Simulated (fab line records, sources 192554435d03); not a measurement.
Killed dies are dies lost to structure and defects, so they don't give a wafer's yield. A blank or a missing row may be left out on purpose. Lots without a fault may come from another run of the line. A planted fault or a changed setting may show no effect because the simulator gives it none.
Which tool did it? | flow n5_finfet | 24 lots, 72 wafers sampled, at 6 steps of a route of 1938

WHAT THE GAUGES READ, wafer by wafer
N5_BEOL_M5_INSPECT_58: inspects for defects (darkfield).
lot  | measured     | on                | raw_defect_count
L074 | day 8 21:57  | defect_inspect-02 | 84 124 77
L075 | day 8 22:57  | defect_inspect-02 | 73 73 101
L077 | day 9 03:38  | defect_inspect-02 | 84 56 52
L076 | day 9 08:59  | defect_inspect-02 | 41 68 33
L078 | day 9 19:52  | defect_inspect-01 | 64 91 100
L079 | day 9 22:55  | defect_inspect-01 | 51 52 90
L080 | day 10 07:16 | defect_inspect-01 | 60 83 70
L081 | day 10 12:05 | defect_inspect-02 | 114 83 105
L082 | day 10 23:49 | defect_inspect-02 | 163 87 113
L083 | day 11 06:42 | defect_inspect-01 | 71 57 51
L084 | day 11 08:18 | defect_inspect-02 | 66 64 63
L085 | day 11 20:30 | defect_inspect-01 | 50 94 66
L086 | day 12 00:51 | defect_inspect-01 | 64 50 41
L088 | day 12 03:05 | defect_inspect-01 | 55 88 115
L087 | day 12 04:46 | defect_inspect-02 | 61 104 82
L089 | day 12 08:47 | defect_inspect-02 | 98 103 107
L090 | day 12 23:47 | defect_inspect-02 | 110 74 81
L092 | day 13 07:16 | defect_inspect-02 | 65 125 76
L093 | day 13 10:20 | defect_inspect-01 | 86 124 101
L094 | day 13 19:16 | defect_inspect-02 | 150 133 86
L095 | day 14 03:32 | defect_inspect-01 | 32 62 60
L096 | day 14 05:06 | defect_inspect-02 | 71 49 94
L097 | day 14 12:32 | defect_inspect-01 | 102 125 68
L091 | day 14 22:05 | defect_inspect-02 | 88 83 75

N5_BEOL_M7_THK_MEAS_01.
lot  | measured     | on            | M7_ILD_THK (nm)
L074 | day 9 08:34  | film_metro-02 | 157.6 154.1 158.6
L075 | day 9 09:37  | film_metro-01 | 154.4 155.8 156.6
L077 | day 9 11:58  | film_metro-02 | 155.0 157.5 156.1
L076 | day 9 16:08  | film_metro-01 | 155.4 152.4 153.3
L078 | day 10 05:00 | film_metro-02 | 157.4 157.2 156.6
L079 | day 10 05:29 | film_metro-01 | 153.4 154.6 154.9
L080 | day 10 13:49 | film_metro-02 | 151.8 154.8 157.5
L081 | day 10 19:16 | film_metro-01 | 156.2 153.1 159.1
L082 | day 11 11:12 | film_metro-02 | 150.8 153.2 156.8
L083 | day 11 16:33 | film_metro-01 | 153.7 155.7 158.6
L084 | day 11 16:59 | film_metro-01 | 151.2 154.8 156.0
L085 | day 12 05:08 | film_metro-02 | 156.4 152.8 154.0
L086 | day 12 09:25 | film_metro-02 | 154.4 152.1 152.6
L088 | day 12 14:37 | film_metro-01 | 153.3 156.2 158.4
L087 | day 12 14:19 | film_metro-01 | 153.3 154.1 156.5
L089 | day 12 15:16 | film_metro-02 | 155.1 153.0 154.0
L090 | day 13 10:51 | film_metro-01 | 153.4 155.0 156.8
L092 | day 13 16:38 | film_metro-01 | 153.8 156.4 154.6
L093 | day 13 17:46 | film_metro-02 | 152.5 155.1 156.1
L094 | day 14 05:15 | film_metro-02 | 153.5 156.1 160.0
L095 | day 14 12:17 | film_metro-01 | 152.8 155.0 157.2
L096 | day 14 14:05 | film_metro-02 | 151.2 154.5 152.1
L097 | day 14 20:08 | film_metro-01 | 157.4 157.7 156.8
L091 | day 15 10:45 | film_metro-01 | 156.1 155.6 157.4

WHICH TOOL RAN EACH LOT (tool, then ch and the chambers of the sampled wafers, then the start)
lot  | N5_BEOL_M5_SPUTTER_90        | N5_BEOL_M6_PECVD_70             | N5_BEOL_M6_HM_DEP_02         | N5_BEOL_M6_DESCUM_33
L074 | pvd_sputter-01, day 8 20:52  | pecvd-04 ch 1,2, day 8 22:36    | pvd_sputter-03, day 9 01:17  | rie_diel-02 ch 0,2,3, day 9 03:14
L075 | pvd_sputter-02, day 8 21:44  | pecvd-01 ch 0,1, day 8 23:36    | pvd_sputter-03, day 9 02:32  | rie_diel-01 ch 2,3, day 9 06:04
L077 | pvd_sputter-02, day 9 02:32  | pecvd-04 ch 0,1,2, day 9 04:18  | pvd_sputter-03, day 9 06:18  | rie_diel-04 ch 1,2, day 9 07:59
L076 | pvd_sputter-02, day 9 07:53  | pecvd-01 ch 0,1,2, day 9 09:38  | pvd_sputter-01, day 9 09:55  | rie_diel-04 ch 1,2, day 9 12:12
L078 | pvd_sputter-03, day 9 18:43  | pecvd-02 ch 0,1,2, day 9 20:32  | pvd_sputter-03, day 9 22:34  | rie_diel-04 ch 0,1,3, day 10 01:35
L079 | pvd_sputter-02, day 9 21:50  | pecvd-04 ch 1,2, day 9 23:34    | pvd_sputter-01, day 10 00:15 | rie_diel-04 ch 1,2,3, day 10 01:59
L080 | pvd_sputter-02, day 10 06:11 | pecvd-04 ch 1,2, day 10 07:57   | pvd_sputter-01, day 10 08:01 | rie_diel-02 ch 0,3, day 10 09:47
L081 | pvd_sputter-03, day 10 09:54 | pecvd-04 ch 0,2, day 10 12:46   | pvd_sputter-03, day 10 13:13 | rie_diel-04 ch 0,2,3, day 10 15:52
L082 | pvd_sputter-02, day 10 22:38 | pecvd-02 ch 1,2, day 11 00:28   | pvd_sputter-02, day 11 01:54 | rie_diel-02 ch 0,3, day 11 05:35
L083 | pvd_sputter-03, day 11 05:36 | pecvd-04 ch 0,2, day 11 07:21   | pvd_sputter-02, day 11 09:49 | rie_diel-04 ch 0,2,3, day 11 13:09
L084 | pvd_sputter-02, day 11 07:13 | pecvd-01 ch 1,2, day 11 08:59   | pvd_sputter-01, day 11 09:57 | rie_diel-02 ch 1,2, day 11 13:16
L085 | pvd_sputter-02, day 11 19:20 | pecvd-02 ch 1,2, day 11 21:38   | pvd_sputter-01, day 11 23:02 | rie_diel-02 ch 0,2,3, day 12 01:20
L086 | pvd_sputter-02, day 11 23:46 | pecvd-04 ch 0,1,2, day 12 02:00 | pvd_sputter-02, day 12 02:24 | rie_diel-04 ch 1,2, day 12 05:11
L088 | pvd_sputter-03, day 12 02:01 | pecvd-04 ch 0,2, day 12 03:45   | pvd_sputter-02, day 12 04:54 | rie_diel-02 ch 1,3, day 12 10:15
L087 | pvd_sputter-01, day 12 03:40 | pecvd-04 ch 0,2, day 12 05:39   | pvd_sputter-01, day 12 06:17 | rie_diel-01 ch 0,3, day 12 10:05
L089 | pvd_sputter-03, day 12 07:42 | pecvd-04 ch 0,1,2, day 12 09:26 | pvd_sputter-02, day 12 10:05 | rie_diel-04 ch 0,2, day 12 11:52
L090 | pvd_sputter-02, day 12 22:32 | pecvd-02 ch 0,1,2, day 13 00:31 | pvd_sputter-02, day 13 01:23 | rie_diel-04 ch 0,1,3, day 13 06:44
L092 | pvd_sputter-02, day 13 06:10 | pecvd-04 ch 1,2, day 13 07:55   | pvd_sputter-03, day 13 09:04 | rie_diel-02 ch 0,3, day 13 11:59
L093 | pvd_sputter-01, day 13 09:01 | pecvd-02 ch 0,1,2, day 13 10:59 | pvd_sputter-02, day 13 12:28 | rie_diel-04 ch 0,2, day 13 14:10
L094 | pvd_sputter-01, day 13 18:10 | pecvd-02 ch 1,2, day 13 19:55   | pvd_sputter-02, day 13 21:14 | rie_diel-01 ch 1,2,3, day 14 00:56
L095 | pvd_sputter-03, day 14 02:16 | pecvd-02 ch 0,1, day 14 04:12   | pvd_sputter-03, day 14 05:30 | rie_diel-01 ch 0,2,3, day 14 07:11
L096 | pvd_sputter-02, day 14 04:01 | pecvd-04 ch 0,1,2, day 14 05:45 | pvd_sputter-03, day 14 06:20 | rie_diel-04 ch 1,2,3, day 14 10:08
L097 | pvd_sputter-02, day 14 11:05 | pecvd-01 ch 0,1,2, day 14 13:11 | pvd_sputter-03, day 14 14:18 | rie_diel-04 ch 2,3, day 14 16:19
L091 | pvd_sputter-02, day 14 21:00 | pecvd-01 ch 1,2, day 14 22:45   | pvd_sputter-02, day 15 01:41 | rie_diel-01 ch 2,3, day 15 05:14
- N5_BEOL_M5_SPUTTER_90: material Cu, target thk 4.5 nm, time 8.29 s.
- N5_BEOL_M6_PECVD_70: deposits SiO2 from TEOS/O2, target thk 20 nm, time 22.7 s.
- N5_BEOL_M6_HM_DEP_02: deposits TiN, target thk 20 nm.
- N5_BEOL_M6_DESCUM_33: chemistry O2, time 7 s.

WHAT THE TOOLS THEMSELVES READ (means of the sampled wafers that have a number; where no wafer has one, the mark that the record gives instead)
N5_BEOL_M5_SPUTTER_90.
lot  | tool           | chuck_gas_flow_sccm (sccm) | throttle_valve_pct (%)
L074 | pvd_sputter-01 | 1.23                       | 30.6
L075 | pvd_sputter-02 | 1.26                       | 29.5
L077 | pvd_sputter-02 | 1.25                       | 29.1
L076 | pvd_sputter-02 | 1.22                       | 29.3
L078 | pvd_sputter-03 | 1.26                       | 29.4
L079 | pvd_sputter-02 | 1.27                       | 29.5
L080 | pvd_sputter-02 | 1.24                       | 29.7
L081 | pvd_sputter-03 | 1.23                       | 30.2
L082 | pvd_sputter-02 | 1.25                       | 29.9
L083 | pvd_sputter-03 | 1.24                       | 29.4
L084 | pvd_sputter-02 | 1.26                       | 29.6
L085 | pvd_sputter-02 | 1.26                       | 29.5
L086 | pvd_sputter-02 | 1.24                       | 29.5
L088 | pvd_sputter-03 | 1.30                       | 30.1
L087 | pvd_sputter-01 | 1.28                       | 29.9
L089 | pvd_sputter-03 | 1.23                       | 31.0
L090 | pvd_sputter-02 | 1.27                       | 29.7
L092 | pvd_sputter-02 | 1.25                       | 29.4
L093 | pvd_sputter-01 | 1.25                       | 30.7
L094 | pvd_sputter-01 | 1.29                       | 29.9
L095 | pvd_sputter-03 | 1.19                       | 30.4
L096 | pvd_sputter-02 | 1.24                       | 29.4
L097 | pvd_sputter-02 | 1.28                       | 29.4
L091 | pvd_sputter-02 | 1.29                       | 29.2

N5_BEOL_M6_PECVD_70.
lot  | tool     | heater_power_w (W) | showerhead_plenum_p_Torr (Torr) | throttle_valve_pct (%)
L074 | pecvd-04 | 692                | 8.75                            | 21.3
L075 | pecvd-01 | 765                | 8.73                            | 22.4
L077 | pecvd-04 | 728                | 8.75                            | 21.8
L076 | pecvd-01 | 756                | 8.77                            | 22.5
L078 | pecvd-02 | 703                | 8.79                            | 22.9
L079 | pecvd-04 | 686                | 8.77                            | 21.4
L080 | pecvd-04 | 752                | 8.79                            | 21.4
L081 | pecvd-04 | 680                | 8.73                            | 21.8
L082 | pecvd-02 | 697                | 8.80                            | 23.9
L083 | pecvd-04 | 661                | 8.74                            | 21.8
L084 | pecvd-01 | 837                | 8.74                            | 21.7
L085 | pecvd-02 | 678                | 8.79                            | 23.9
L086 | pecvd-04 | 752                | 8.77                            | 21.7
L088 | pecvd-04 | 701                | 8.75                            | 21.6
L087 | pecvd-04 | 731                | 8.75                            | 21.9
L089 | pecvd-04 | 730                | 8.75                            | 21.8
L090 | pecvd-02 | 757                | 8.79                            | 23.0
L092 | pecvd-04 | 750                | 8.79                            | 21.5
L093 | pecvd-02 | 663                | 8.79                            | 23.1
L094 | pecvd-02 | 735                | 8.79                            | 24.1
L095 | pecvd-02 | 683                | 8.86                            | 23.0
L096 | pecvd-04 | 692                | 8.77                            | 21.8
L097 | pecvd-01 | 828                | 8.78                            | 21.8
L091 | pecvd-01 | 804                | 8.75                            | 21.8

N5_BEOL_M6_HM_DEP_02.
lot  | tool           | throttle_valve_pct (%)
L074 | pvd_sputter-03 | 29.4
L075 | pvd_sputter-03 | 30.5
L077 | pvd_sputter-03 | 29.4
L076 | pvd_sputter-01 | 30.8
L078 | pvd_sputter-03 | 31.1
L079 | pvd_sputter-01 | 30.3
L080 | pvd_sputter-01 | 30.2
L081 | pvd_sputter-03 | 29.5
L082 | pvd_sputter-02 | 29.6
L083 | pvd_sputter-02 | 29.4
L084 | pvd_sputter-01 | 30.1
L085 | pvd_sputter-01 | 30.2
L086 | pvd_sputter-02 | 29.1
L088 | pvd_sputter-02 | 29.2
L087 | pvd_sputter-01 | 30.4
L089 | pvd_sputter-02 | 29.8
L090 | pvd_sputter-02 | 30.0
L092 | pvd_sputter-03 | 30.8
L093 | pvd_sputter-02 | 29.7
L094 | pvd_sputter-02 | 29.4
L095 | pvd_sputter-03 | 30.1
L096 | pvd_sputter-03 | 29.7
L097 | pvd_sputter-03 | 29.1
L091 | pvd_sputter-02 | 29.7

N5_BEOL_M6_DESCUM_33.
lot  | tool        | drypump_motor_current_A (A) | o2_flow_sccm (sccm) | oes_product_au (a.u.) | rf_vpp_V (V) | showerhead_plenum_p_Torr (Torr) | throttle_valve_pct (%)
L074 | rie_diel-02 | 6.0                         | 225.3               | 0.78                  | 243.9        | 2.14                            | 20.52
L075 | rie_diel-01 | 6.3                         | 225.0               | 0.72                  | 243.2        | 2.11                            | 20.70
L077 | rie_diel-04 | 5.9                         | 225.5               | 0.79                  | 243.3        | 2.09                            | 20.22
L076 | rie_diel-04 | 5.8                         | 225.0               | 0.78                  | 242.9        | 2.09                            | 20.22
L078 | rie_diel-04 | 5.5                         | 224.4               | 0.83                  | 243.6        | 2.10                            | 20.50
L079 | rie_diel-04 | 5.7                         | 224.8               | 0.85                  | 243.8        | 2.11                            | 20.40
L080 | rie_diel-02 | 5.5                         | 225.8               | 0.76                  | 243.3        | 2.11                            | 20.36
L081 | rie_diel-04 | 5.6                         | 224.8               | 0.81                  | 243.5        | 2.10                            | 20.35
L082 | rie_diel-02 | 5.9                         | 225.0               | 0.80                  | 243.3        | 2.12                            | 20.38
L083 | rie_diel-04 | 5.6                         | 225.2               | 0.80                  | 243.2        | 2.10                            | 20.37
L084 | rie_diel-02 | 6.1                         | 225.1               | 0.74                  | 243.2        | 2.11                            | 20.71
L085 | rie_diel-02 | 6.0                         | 224.4               | 0.75                  | 243.9        | 2.13                            | 20.55
L086 | rie_diel-04 | 5.8                         | 224.8               | 0.77                  | 243.8        | 2.08                            | 20.26
L088 | rie_diel-02 | 5.6                         | 225.0               | 0.72                  | 243.4        | 2.08                            | 20.55
L087 | rie_diel-01 | 6.4                         | 225.4               | 0.92                  | 243.9        | 2.09                            | 20.37
L089 | rie_diel-04 | 5.8                         | 225.1               | 0.73                  | 243.4        | 2.07                            | 20.21
L090 | rie_diel-04 | 5.5                         | 224.9               | 0.79                  | 243.6        | 2.09                            | 20.54
L092 | rie_diel-02 | 5.8                         | 224.9               | 0.78                  | 242.3        | 2.11                            | 20.40
L093 | rie_diel-04 | 5.8                         | 224.5               | 0.72                  | 242.6        | 2.07                            | 20.23
L094 | rie_diel-01 | 6.1                         | 224.5               | 0.83                  | 243.1        | 2.09                            | 20.63
L095 | rie_diel-01 | 6.1                         | 224.8               | 0.80                  | 242.2        | 2.04                            | 20.47
L096 | rie_diel-04 | 5.7                         | 224.9               | 0.79                  | 242.6        | 2.10                            | 20.47
L097 | rie_diel-04 | 5.7                         | 224.8               | 0.84                  | 243.3        | 2.12                            | 20.47
L091 | rie_diel-01 | 6.3                         | 225.6               | 0.87                  | 243.2        | 2.10                            | 20.54

THE ANSWER, worked out from the rows above alone
Rule: what is usual is taken from the lots themselves. Put in order of their means at a reading, lots are off if they are a third of the lots or fewer, leave a main group of 4 or more, and stand apart from it by a gap of 3 or more times the standard deviation of the main group's means; of several such gaps the widest counts. A main group whose means are all the same, to the digits that the tables above print for the reading, isn't used. A lot without any number at a reading at which 4 lots or more have one is off too. The other lots that the step has rows for count as sound. The gauges are gone through in route order, then the tools' own readings, and for those a lot's mean is taken as printed above. The first step at which some lot is off is used, and at that step the reading that is off furthest; a lot without a number counts as furthest.
No lot is off at any reading shown: from this, nothing can be told.

WHAT THE SIMULATOR HAD PUT IN
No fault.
